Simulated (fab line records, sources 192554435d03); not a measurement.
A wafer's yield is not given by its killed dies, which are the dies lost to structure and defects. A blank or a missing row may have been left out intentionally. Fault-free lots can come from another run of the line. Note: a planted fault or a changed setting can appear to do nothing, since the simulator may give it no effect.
fab line records	flow n5_finfet
record: lots: 10	wafers: 29	last_day: 16
route steps=1938 shown BEOL_M4@1023
lots with no fault: from the same line, run without faults
start_h: start of the lot's first displayed wafer, in hours after the record's first day	wait_h: hours elapsed since this lot's preceding step	" repeats the value in the row above	L1.1+2: a row that stands for several wafers	- either no value or no given start	* or withheld: withheld	< > ~ a bound
route shown NAME@n: NAME is a module with steps in the file, n the number in the route of the first one	usual: mean/standard deviation taken from wafers without a fault	same: alike in all rows	chamber/n: place in a boat	sites: per-site readings	_std_site: standard deviation of those values	_edge_site: inner sites' mean taken away from outer sites' mean	radius_mm: for every site, how far away it sits from the centre of the wafer	mask NAME#n: copy n	behind: the most recent tool/chamber to have shaped the wafer	hold: reason for holding the lot/hours on hold/outcome of the hold	device: the n, p or np transistor that did not switch	end of line: the tests these same wafers got at the end of their route	a step with no rows: only its recipe	killed: dies lost to structure and defects at the first sort, not the wafer's yield	map: a wafer's dies, x killed, . not, _ none there
set.NAME: the setting as run; set.NAME@STEP: as run at that earlier step	model.NAME: the simulator's own value behind a step, which no gauge read
route steps across a sampled set of lots; one table per step, one row per wafer
services: from which hour (start_h, from the record's first day; less than 0 if before it) a tool's chamber was out of use, for how many hours, and why
== steps ==
step: N5_BEOL_M4_PECVD_72
recipe: material: SiO2	target_thk_a: 160	temp_c: 400	precursor: TEOS/O2	pressure_torr: 5.5	rf_w: 450	teos_flow_sccm: 53.8	gas: O2	flow_sccm: 3000	time_s: 18
usual: heater_power_w: 787/100	showerhead_plenum_p_Torr: 8.79/0.099	susceptor_temp_C: 399.98/0.22	throttle_valve_pct: 21.9/1.1
lot.wafer	tool	chamber	start_h	wait_h	heater_power_w	showerhead_plenum_p_Torr	susceptor_temp_C	throttle_valve_pct
L157.2	pecvd-01	0	156.22	0.0	759	8.89	399.68	22.4
L157.3	"	1	"	"	1013	8.67	400.33	21.9
L157.4	"	1	"	"	1005	8.68	400.17	21.6
L159.3	pecvd-03	0	159.08	0.0	622	8.83	400.29	20.5
L159.4	"	0	"	"	628	8.84	400.18	20.6
L159.6	"	1	"	"	934	8.87	399.83	23.1
L160.3	pecvd-03	0	183.75	0.1	781	8.82	399.91	20.8
L160.4	"	1	"	"	798	8.90	399.97	23.0
L160.6	"	0	"	"	773	8.83	400.01	20.4
L162.2	pecvd-01	2	187.87	0.0	784	8.59	399.77	20.3
L162.4	"	2	"	"	776	8.61	399.75	20.2
L162.6	"	1	"	"	857	8.68	400.18	21.8
L164.1	pecvd-03	0	198.49	0.0	789	8.83	400.16	20.6
L164.2	"	1	"	"	789	8.88	399.83	22.8
L164.5	"	2	"	"	591	8.82	399.67	21.0
L168.1	pecvd-01	1	218.73	0.0	859	8.67	400.17	21.6
L168.4	"	0	"	"	731	8.89	400.13	22.1
L168.5	"	2	"	"	830	8.61	400.01	20.3
L169.5	pecvd-03	0	235.80	0.1	761	8.82	399.96	20.8
L169.6	"	2	"	"	513	8.81	399.77	21.0
L170.1	pecvd-04	2	242.32	0.0	792	8.73	400.19	24.1
L170.4	"	1	"	"	765	8.82	400.06	22.0
L170.5	"	2	"	"	764	8.75	399.84	24.1
L175.3	pecvd-01	0	253.93	0.0	736	8.90	399.45	22.3
L175.4	"	1	"	"	972	8.69	-	21.9
L175.5	"	0	"	"	729	8.91	-	22.3
L174.1	pecvd-01	2	254.80	0.0	842	8.61	400.32	20.5
L174.2	"	0	"	"	722	8.89	399.90	22.2
L174.6	"	2	"	"	833	8.62	-	20.3
step: N5_BEOL_M4_ANNEAL_80
recipe: temp_c: 400	time_s: 240	ambient: vacuum
usual: heater_power_w: 812/48	susceptor_temp_C: 400.00/0.21
lot.wafer	tool	chamber	start_h	wait_h	heater_power_w	susceptor_temp_C
L157.2	pvd_sputter-02	-	161.97	0.0	813	399.95
L157.3	"	-	"	"	788	399.89
L157.4	"	-	"	"	813	399.78
L159.3	pvd_sputter-02	-	166.05	0.0	871	399.71
L159.4	"	-	"	"	796	400.17
L159.6	"	-	"	"	845	399.74
L160.3	pvd_sputter-03	-	191.51	0.0	881	400.06
L160.4	"	-	"	"	836	399.92
L160.6	"	-	"	"	842	399.87
L162.2	pvd_sputter-01	-	192.62	0.0	860	400.07
L162.4	"	-	"	"	787	400.05
L162.6	"	-	"	"	698	400.28
L164.1	pvd_sputter-03	-	211.72	0.0	901	400.19
L164.2	"	-	"	"	840	399.93
L164.5	"	-	"	"	855	399.92
L168.1	pvd_sputter-01	-	227.94	0.0	704	400.31
L168.4	"	-	"	"	815	400.10
L168.5	"	-	"	"	847	399.98
L169.5	pvd_sputter-02	-	244.80	0.1	796	399.93
L169.6	"	-	"	"	790	400.30
L170.1	pvd_sputter-02	-	251.11	0.0	807	399.65
L170.4	"	-	"	"	781	399.94
L170.5	"	-	"	"	876	400.11
L175.3	pvd_sputter-02	-	261.31	0.0	870	400.00
L175.4	"	-	"	"	767	399.66
L175.5	"	-	"	"	787	400.02
L174.1	pvd_sputter-01	-	264.37	0.0	702	399.75
L174.2	"	-	"	"	806	400.13
L174.6	"	-	"	"	801	400.11
step: N5_BEOL_M4_SPUTTER_86
recipe: material: Cu	target_thk_a: 45	temp_c: -20	chamber_pressure_pa: 0.07	power_w: withheld	time_s: 8.29
usual: susceptor_temp_C: -20.01/0.11	throttle_valve_pct: 29.8/1.2
lot.wafer	tool	chamber	start_h	wait_h	susceptor_temp_C	throttle_valve_pct
L157.2	pvd_sputter-02	-	162.33	0.1	-20.01	32.3
L157.3	"	-	"	"	-19.85	29.5
L157.4	"	-	"	"	-19.96	30.8
L159.3	pvd_sputter-02	-	166.41	0.1	-20.13	27.7
L159.4	"	-	"	"	-19.85	32.0
L159.6	"	-	"	"	-20.14	27.8
L160.3	pvd_sputter-03	-	191.87	0.1	-20.02	30.4
L160.4	"	-	"	"	-20.14	28.5
L160.6	"	-	"	"	-20.01	28.6
L162.2	pvd_sputter-01	-	192.98	0.1	-20.00	28.9
L162.4	"	-	"	"	-19.98	30.7
L162.6	"	-	"	"	-20.18	29.1
L164.1	pvd_sputter-03	-	212.08	0.1	-20.04	29.8
L164.2	"	-	"	"	-20.06	29.6
L164.5	"	-	"	"	-19.93	30.1
L168.1	pvd_sputter-01	-	228.30	0.1	-20.05	29.3
L168.4	"	-	"	"	-20.13	30.8
L168.5	"	-	"	"	-19.93	29.1
L169.5	pvd_sputter-02	-	245.13	0.0	-19.84	30.5
L169.6	"	-	"	"	-20.12	29.0
L170.1	pvd_sputter-02	-	251.47	0.1	-19.94	30.5
L170.4	"	-	"	"	-20.06	29.4
L170.5	"	-	"	"	-20.08	28.0
L175.3	pvd_sputter-02	-	261.67	0.1	-20.01	27.6
L175.4	"	-	"	"	-20.02	29.2
L175.5	"	-	"	"	-20.00	30.7
L174.1	pvd_sputter-01	-	264.73	0.1	-20.23	29.2
L174.2	"	-	"	"	-20.11	30.1
L174.6	"	-	"	"	-20.01	31.2
step: N5_BEOL_M4_SPUTTER_88
recipe: material: Cu	target_thk_a: 45	temp_c: -20	chamber_pressure_pa: 0.07	power_w: withheld	time_s: 8.29
usual: susceptor_temp_C: -20.01/0.094	throttle_valve_pct: 29.8/1.2
lot.wafer	tool	chamber	start_h	wait_h	susceptor_temp_C	throttle_valve_pct
L157.2	pvd_sputter-02	-	162.55	0.1	-19.96	32.3
L157.3	"	-	"	"	-19.96	29.3
L157.4	"	-	"	"	-20.22	30.7
L159.3	pvd_sputter-02	-	166.63	0.1	-20.06	28.0
L159.4	"	-	"	"	-20.09	32.3
L159.6	"	-	"	"	-19.98	27.6
L160.3	pvd_sputter-03	-	192.09	0.1	-20.12	30.2
L160.4	"	-	"	"	-20.02	28.3
L160.6	"	-	"	"	-19.86	28.3
L162.2	pvd_sputter-01	-	193.20	0.1	-19.95	29.0
L162.4	"	-	"	"	-20.13	30.5
L162.6	"	-	"	"	-19.89	29.5
L164.1	pvd_sputter-03	-	212.30	0.1	-20.17	29.8
L164.2	"	-	"	"	-20.00	30.0
L164.5	"	-	"	"	-20.05	30.3
L168.1	pvd_sputter-01	-	228.52	0.1	-19.98	29.2
L168.4	"	-	"	"	-20.06	30.7
L168.5	"	-	"	"	-20.17	28.9
L169.5	pvd_sputter-02	-	245.35	0.0	-19.86	30.4
L169.6	"	-	"	"	-19.97	29.4
L170.1	pvd_sputter-02	-	251.69	0.1	-19.88	30.5
L170.4	"	-	"	"	-19.99	29.1
L170.5	"	-	"	"	-20.05	27.8
L175.3	pvd_sputter-02	-	261.89	0.1	-20.03	27.9
L175.4	"	-	"	"	-19.88	29.2
L175.5	"	-	"	"	-19.89	30.7
L174.1	pvd_sputter-01	-	264.95	0.1	-19.99	29.5
L174.2	"	-	"	"	-20.07	30.5
L174.6	"	-	"	"	-19.83	30.8
step: N5_BEOL_M4_CMP_52
recipe: stop_on: SiOC	t_overpolish_s: 6.8	down_force_psi: 1	platen_rpm: 50	clearing_platen_down_force_psi: 1.5	clearing_platen_rpm: 50	post_cmp_clean: cu_alkaline	target_thk_nm: 40	clearing_platen_pad_velocity_m_s: 0.99484	pad_velocity_m_s: 0.99484
usual: barrier_field_endpoint_s: 24.5/0.81	motor_current_A: 6.2/0.59
lot.wafer	tool	chamber	start_h	wait_h	barrier_field_endpoint_s	motor_current_A
L157.2	cmp-01	0	163.97	0.2	23.5	5.7
L157.4	"	1	"	"	24.1	6.4
L157.3	"	2	"	"	24.1	6.4
L159.3	cmp-02	2	168.01	0.2	24.7	6.6
L159.4	"	0	"	"	24.0	6.9
L159.6	"	2	"	"	25.6	7.3
L160.4	cmp-04	0	193.54	0.2	24.9	5.5
L160.3	"	1	"	"	24.3	6.0
L160.6	"	3	"	"	23.9	6.6
L162.2	cmp-02	3	194.65	0.3	25.6	6.0
L162.4	"	0	"	"	24.1	6.9
L162.6	"	1	"	"	26.1	6.2
L164.2	cmp-01	1	213.68	0.2	24.5	6.0
L164.1	"	0	"	"	24.0	6.0
L164.5	"	2	"	"	24.8	6.3
L168.4	cmp-01	2	229.89	0.1	24.3	6.4
L168.1	"	0	"	"	25.2	5.6
L168.5	"	2	"	"	24.3	6.6
L169.5	cmp-04	2	246.83	0.2	24.4	7.6
L169.6	"	3	"	"	23.9	7.0
L170.1	cmp-01	1	253.06	0.3	25.3	6.0
L170.4	"	0	"	"	24.6	5.8
L170.5	"	2	"	"	24.3	6.1
L175.4	cmp-02	1	263.34	0.2	22.6	5.8
L175.3	"	2	"	"	25.9	6.9
L175.5	"	3	"	"	21.3	6.1
L174.2	cmp-04	0	266.36	0.2	24.0	5.5
L174.1	"	2	"	"	23.7	7.7
L174.6	"	3	"	"	19.9	7.0
step: N5_BEOL_M4_RC_MEAS_101
usual: DIBL_N: 36.0/2.2	DIBL_P: 35.9/2.6	IOFF_N: 0.16/0.038	IOFF_P: 0.21/0.042	ION_N: 675/15	ION_P: 463/10	SS_N: 71.5/0.62	SS_P: 73.2/0.76	VT_N: 250/4.1	VT_P: -251/3.6
lot.wafer	tool	chamber	start_h	wait_h	DIBL_N[mV/V]	DIBL_P[mV/V]	IOFF_N[nA/um]	IOFF_P[nA/um]	ION_N[uA/um]	ION_P[uA/um]	SS_N[mV/dec]	SS_P[mV/dec]	VT_N[mV]	VT_P[mV]
L157.2	prober-01	0	164.69	0.2	35.0	34.6	0.13	0.20	672	464	71.2	72.7	250	-250
L157.3	"	0	"	"	32.8	32.3	0.11	0.17	658	457	70.6	72.4	256	-251
L157.4	"	0	"	"	33.8	32.1	0.12	0.16	665	461	71.6	72.1	254	-251
L159.3	prober-02	0	168.92	0.3	36.3	37.2	0.17	0.21	675	458	72.3	73.5	249	-252
L159.4	"	0	"	"	35.1	36.8	0.15	0.19	662	454	71.6	73.3	251	-252
L159.6	"	0	"	"	32.8	34.1	0.12	0.16	672	463	70.7	72.1	253	-255
L160.3	prober-02	0	194.41	0.3	33.3	33.6	0.12	0.15	657	446	70.9	73.0	253	-255
L160.4	"	0	"	"	36.6	37.5	0.17	0.20	680	458	72.6	73.8	247	-251
L160.6	"	0	"	"	34.8	34.4	0.14	0.15	656	444	71.8	73.3	251	-255
L162.2	prober-01	0	195.36	0.2	38.7	39.3	0.21	0.26	690	471	72.2	74.5	245	-249
L162.4	"	0	"	"	36.1	35.5	0.16	0.19	675	459	72.4	73.7	249	-251
L162.6	"	0	"	"	33.1	32.3	0.12	0.16	662	452	71.2	72.1	252	-253
L164.1	prober-01	0	214.28	0.0	36.5	35.6	0.15	0.20	672	462	71.5	73.3	249	-249
L164.2	"	0	"	"	34.2	34.0	0.13	0.19	682	473	70.9	72.4	253	-250
L164.5	"	0	"	"	35.0	34.3	0.13	0.19	673	465	70.7	72.6	251	-249
L168.1	prober-01	0	230.50	0.0	38.5	36.9	0.16	0.26	684	475	71.2	73.7	248	-247
L168.4	"	0	"	"	32.9	30.5	0.09	0.17	639	447	70.3	72.9	257	-250
L168.5	"	0	"	"	37.7	36.0	0.16	0.25	674	474	71.4	73.6	248	-245
L169.5	prober-01	0	247.91	0.6	34.9	34.8	0.14	0.18	681	466	71.4	72.5	250	-250
L169.6	"	0	"	"	35.5	36.6	0.15	0.20	666	456	71.6	73.4	246	-254
L170.1	prober-02	0	253.67	0.0	35.7	35.0	0.15	0.19	671	464	70.9	72.2	248	-250
L170.4	"	0	"	"	32.8	31.4	0.11	0.15	670	458	70.7	72.1	253	-254
L170.5	"	0	"	"	36.7	34.6	0.16	0.19	669	457	71.8	72.8	249	-250
L175.3	prober-02	0	264.25	0.3	38.2	34.2	0.15	0.19	658	452	71.8	73.3	253	-253
L175.4	"	0	"	"	38.3	37.3	0.17	0.23	691	473	71.6	73.5	245	-251
L175.5	"	0	"	"	37.3	36.2	0.16	0.22	687	474	71.0	73.4	248	-249
L174.1	prober-02	0	266.93	0.0	37.0	38.5	0.17	0.24	661	456	72.0	73.5	246	-249
L174.2	"	0	"	"	37.4	38.1	0.20	0.23	697	478	71.2	73.8	243	-251
L174.6	"	0	"	"	36.6	36.9	0.17	0.22	686	464	70.7	72.4	248	-250
== services ==
tool	chamber	start_h	hours	kind
cmp-02	-	133.37	1.2	repair
cmp-02	-	145.92	3.0	repair
pvd_sputter-01	-	150.27	1.8	repair
cmp-01	-	154.57	0.4	repair
cmp-02	-	161.59	4.0	pm
cmp-02	-	165.59	-	consumable_replace:conditioner
cmp-02	-	165.59	-	consumable_replace:pad
pecvd-04	-	168.14	0.8	repair
cmp-02	-	174.42	6.1	pm
pecvd-04	2	177.30	2.1	scheduled_down
cmp-04	-	177.55	0.7	repair
pecvd-03	2	178.89	16.5	scheduled_down
cmp-01	-	181.78	3.0	repair
cmp-02	-	183.13	0.8	repair
pecvd-04	2	187.96	5.0	scheduled_down
cmp-01	-	196.02	4.0	pm
cmp-01	-	200.02	-	consumable_replace:conditioner
cmp-01	-	200.02	-	consumable_replace:pad
cmp-04	-	207.57	24.7	pm
pecvd-03	0	209.19	2.1	scheduled_down
pecvd-04	1	215.42	16.5	scheduled_down
pecvd-01	1	233.27	5.5	scheduled_down
cmp-02	-	239.66	0.5	repair
cmp-04	-	253.65	0.9	repair
== key ==
first_sign: step: N5_BEOL_M4_CMP_52	reading: barrier_field_endpoint_s	direction: down	sigmas: 4	usual: 24.5	struck: 21.3
effect none on later readings
met_at N5_BEOL_M4_PECVD_72
struck_lots L174,L175
struck_wafers L174.6,L175.4,L175.5
not_acting_at N5_BEOL_M4_ANNEAL_80,N5_BEOL_M4_SPUTTER_86,N5_BEOL_M4_SPUTTER_88
onset_between 218.73 253.93
fault: kind: process_parameter_drift	tool: pecvd-01	chamber: -	onset_h: 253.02	steps: N5_BEOL_M4_PECVD_72	channel: time_s	offset: *	shape: step	end_h: 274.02	scope: struck_wafers_only	acts_in: *	stated: *
